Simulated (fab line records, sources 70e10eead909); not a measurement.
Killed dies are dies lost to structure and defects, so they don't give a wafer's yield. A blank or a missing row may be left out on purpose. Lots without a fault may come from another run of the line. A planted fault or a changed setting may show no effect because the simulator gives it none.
Which tool did it? | flow nand_harc | 24 lots, 72 wafers sampled, at 1 step of a route of 1159

WHAT THE GAUGES READ, wafer by wafer
NHARC_P_CONTACT_CD_MEAS_12: target cd 90 nm.
lot  | measured     | on        | cd_nm (nm)
L074 | day 5 07:57  | cd_sem-02 | 90.3 91.4 90.4
L076 | day 6 01:50  | cd_sem-01 | 90.3 91.0 90.9
L075 | day 6 02:55  | cd_sem-01 | 90.7 90.7 91.7
L078 | day 6 06:04  | cd_sem-01 | 90.9 90.9 90.4
L077 | day 6 10:36  | cd_sem-01 | 89.9 90.2 90.1
L079 | day 6 18:22  | cd_sem-02 | 90.1 89.6 88.9
L080 | day 7 02:26  | cd_sem-01 | 91.0 90.9 91.3
L081 | day 7 09:13  | cd_sem-01 | 91.5 90.1 90.6
L082 | day 7 14:53  | cd_sem-01 | 89.7 89.4 90.1
L083 | day 7 15:59  | cd_sem-02 | 90.8 91.3 90.7
L084 | day 7 20:14  | cd_sem-03 | 89.9 89.5 90.1
L088 | day 8 16:58  | cd_sem-03 | 91.3 91.9 90.6
L085 | day 8 17:53  | cd_sem-01 | 90.4 90.4 90.8
L086 | day 8 17:55  | cd_sem-03 | 90.1 91.2 90.2
L087 | day 8 23:34  | cd_sem-02 | 89.9 89.5 90.0
L089 | day 9 12:08  | cd_sem-03 | 90.4 90.9 90.6
L090 | day 9 13:20  | cd_sem-03 | 90.7 90.8 89.6
L091 | day 9 17:17  | cd_sem-01 | 91.6 90.3 91.5
L093 | day 10 06:50 | cd_sem-02 | 90.3 90.7 91.5
L092 | day 10 07:40 | cd_sem-02 | 90.7 91.3 91.3
L095 | day 10 16:03 | cd_sem-03 | 90.3 90.1 89.3
L094 | day 10 16:22 | cd_sem-02 | 90.5 91.2 92.3
L096 | day 11 07:28 | cd_sem-03 | 90.8 90.9 90.1
L097 | day 11 08:26 | cd_sem-02 | 90.2 90.4 91.2

WHICH TOOL RAN EACH LOT (tool, then ch and the chambers of the sampled wafers, then the start)
The record holds no process step before these readings.

WHAT THE TOOLS THEMSELVES READ (means of the sampled wafers that have a number; where no wafer has one, the mark that the record gives instead)
The record holds no such reading with a usual standard deviation.

THE ANSWER, worked out from the rows above alone
Rule: what is usual is taken from the lots themselves. Put in order of their means at a reading, lots are off if they are a third of the lots or fewer, leave a main group of 4 or more, and stand apart from it by a gap of 3 or more times the standard deviation of the main group's means; of several such gaps the widest counts. A main group whose means are all the same, to the digits that the tables above print for the reading, isn't used. A lot without any number at a reading at which 4 lots or more have one is off too. The other lots that the step has rows for count as sound. The gauges are gone through in route order, then the tools' own readings, and for those a lot's mean is taken as printed above. The first step at which some lot is off is used, and at that step the reading that is off furthest; a lot without a number counts as furthest.
No lot is off at any reading shown: from this, nothing can be told.

WHAT THE SIMULATOR HAD PUT IN
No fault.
